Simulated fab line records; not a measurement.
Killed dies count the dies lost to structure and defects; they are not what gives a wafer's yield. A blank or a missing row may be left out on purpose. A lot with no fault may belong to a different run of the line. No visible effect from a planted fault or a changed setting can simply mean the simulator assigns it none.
Matching of chambers -- flow n5Finfet -- 4 sister chambers for N5_GATE_CUT_CMP_02 on cmp-03
The step polishes, stops on SiO2, t overpolish 12.7 s, target thk 0 nm. 4 wafers are shown with their chamber, then 7 later ones without.

WAFERS WITH THEIR CHAMBER
wafer,chamber,motorCurrentA (A)
L077.3,1,8.3
L078.2,0,10.1
L078.6,3,9.1
L081.5,2,8.0

WAFERS WITH NO CHAMBER GIVEN
wafer,motorCurrentA (A)
L081.6,8.7
L089.3,7.9
L089.4,9.4
L089.5,9.7
L090.3,9.7
L090.4,8.5
L090.6,8.8

THE CHAMBER EACH PASSED THROUGH
wafer,from the rows above,in truth
L081.6,can't be placed: 1 or 3 or 2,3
L089.3,can't be placed: 2 or 1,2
L089.4,can't be placed: 3 or 0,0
L089.5,can't be placed: 0 or 3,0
L090.3,can't be placed: 0 or 3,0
L090.4,can't be placed: 1 or 2 or 3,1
L090.6,can't be placed: 3 or 1 or 2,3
Placed correctly: 0 of 7. From these rows, 7 cannot be placed; in 7 the true chamber is one of the candidates. Placed wrongly: 0.
How it was worked out, from the rows above alone: a wafer's distance from a chamber is the root of the sum, over the readings, of the square of ((its reading less the chamber's mean) divided by the reading's scatter). If the next closest chamber is less than 2 further off than the closest, the wafer can't be placed; otherwise it belongs to the closest. Each chamber's mean is taken over the wafers shown for it. The scatter: with one shown wafer a chamber, the root of the mean of the squares of how far each hidden wafer lies from its nearest shown one.
